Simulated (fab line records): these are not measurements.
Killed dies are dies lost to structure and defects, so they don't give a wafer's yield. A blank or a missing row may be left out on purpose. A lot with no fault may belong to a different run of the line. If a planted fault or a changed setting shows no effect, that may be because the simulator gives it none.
What tool caused it? ; flow nandHarc ; Sampling: 6 lots, 18 wafers, 4 of 1302 route steps

== WHAT THE GAUGES READ, wafer by wafer ==
NHARC_END_SORT_01.
lot;measured;on;killedAtPeriphery
L280;day 26 23:42;prober-02;5 3 5
L283;day 28 05:56;prober-01;1 2 74
L291;day 31 14:47;prober-02;2 2 2

== EACH LOT AND THE TOOL THAT RAN IT (in order: tool; ch and the chambers of the sampled wafers; start) ==
lot;NHARC_P_BONDPAD_PVD_27;NHARC_THIN_TSV_DEGAS_49;NHARC_THIN_TSV_STRIP_56
L274;pvdSputter-01, day 7 00:43;pvdSputter-02, day 24 02:22;plasmaAsher-01 ch 0,1, day 24 06:16
L278;pvdSputter-02, day 8 10:35;pvdSputter-02, day 25 03:35;plasmaAsher-02 ch 0,1, day 25 07:26
L280;pvdSputter-03, day 9 06:05;pvdSputter-02, day 26 11:29;plasmaAsher-01 ch 0,1, day 26 15:17
L283;pvdSputter-03, day 10 05:22;pvdSputter-03, day 27 15:44;plasmaAsher-02 ch 0,1, day 27 19:40
L291;pvdSputter-01, day 14 04:33;pvdSputter-01, day 31 01:47;plasmaAsher-01 ch 0,1, day 31 05:37
L294;pvdSputter-01, day 14 23:07;pvdSputter-02, day 31 15:33;plasmaAsher-01 ch 0,1, day 31 19:22
- NHARC_P_BONDPAD_PVD_27: deposits Cu, target thk 30 nm, time 20.49 s.
- NHARC_THIN_TSV_DEGAS_49: time 120 s.
- NHARC_THIN_TSV_STRIP_56: strips in O2.

== THE ANSWER, worked out from the rows above alone ==
Rule: usual is defined by the lots themselves. The widest of any qualifying gaps counts: lots, ordered by their means at a reading, are off when they make up no more than a third of the lots, leave a main group of 4 or more, and stand apart from it by 3 or more times the standard deviation of that group's means. A main group whose means are all the same, to the digits that the tables above print for the reading, isn't used. A lot without any number at a reading at which 4 lots or more have one is off too. The other lots that the step has rows for count as sound.
Nothing can be told from this: no lot is off at any reading shown.

== WHAT THE SIMULATOR HAD INSERTED ==
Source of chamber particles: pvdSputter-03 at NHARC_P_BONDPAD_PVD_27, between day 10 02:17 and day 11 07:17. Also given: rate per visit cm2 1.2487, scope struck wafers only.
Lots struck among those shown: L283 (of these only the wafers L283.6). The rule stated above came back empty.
